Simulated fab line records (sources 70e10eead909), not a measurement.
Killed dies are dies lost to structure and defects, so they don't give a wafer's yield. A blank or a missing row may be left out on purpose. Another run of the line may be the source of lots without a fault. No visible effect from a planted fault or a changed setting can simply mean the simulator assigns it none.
Matching of chambers -- flow nandHarc -- NHARC_A_STAIRCASE_CMP_152 on cmp-02: 4 sister chambers
The step polishes. 18 wafers are shown with their chamber, then 9 later ones without.

## EACH WAFER AND ITS CHAMBER
wafer,chamber,motorCurrentA (A),retainingRingPressureFrac
L075.2,0,12.4,1.001
L075.3,3,13.0,0.993
L075.4,1,11.4,0.995
L074.1,3,12.6,1.004
L074.5,3,12.4,1.008
L074.6,2,12.4,1.002
L077.2,3,13.1,1.000
L077.3,2,13.4,0.996
L077.5,0,12.6,0.996
L080.1,1,10.6,1.004
L080.2,3,12.5,0.995
L080.6,2,12.8,0.999
L081.2,0,12.6,1.000
L081.3,3,13.1,0.999
L081.5,3,12.6,1.005
L084.1,0,12.8,1.012
L084.4,2,12.7,0.995
L084.5,3,12.7,1.003

SIGNATURES (averages over the wafers above)
reading,chamber 0,chamber 1,chamber 2,chamber 3,scatter within a chamber
motorCurrentA,12.600,11.000,12.825,12.750,0.324
retainingRingPressureFrac,1.00225,0.99950,0.99800,1.00087,0.00531
Rule: a wafer's distance from a chamber is the root of the sum, over the readings, of the square of ((its reading less the chamber's mean) divided by the reading's scatter). If the next closest chamber is less than 2 further off than the closest, the wafer can't be placed; otherwise it belongs to the closest. The scatter: the root of (the sum of the squares of (reading less its chamber's mean) over the shown wafers, divided by (wafers less chambers)).

## WAFERS WITH NO CHAMBER GIVEN
wafer,motorCurrentA (A),retainingRingPressureFrac
L091.2,10.9,1.000
L091.3,12.2,0.993
L091.4,12.7,0.994
L095.2,13.2,0.993
L095.3,12.1,1.003
L095.6,12.3,1.000
L097.2,11.2,1.004
L097.3,12.6,1.002
L097.5,13.0,1.006

## THE CHAMBER EACH PASSED THROUGH
wafer,from the rows above,in truth
L091.2,1,1
L091.3,can't be placed: 0 or 2 or 3 or 1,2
L091.4,can't be placed: 2 or 3 or 0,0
L095.2,can't be placed: 2 or 3 or 0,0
L095.3,can't be placed: 0 or 3 or 2 or 1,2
L095.6,can't be placed: 0 or 3 or 2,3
L097.2,1,1
L097.3,can't be placed: 0 or 3 or 2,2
L097.5,can't be placed: 3 or 0 or 2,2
Correctly placed: 2 of 9. These rows do not allow placing 7 (true chamber among the candidates in 7). Wrongly placed: 0.
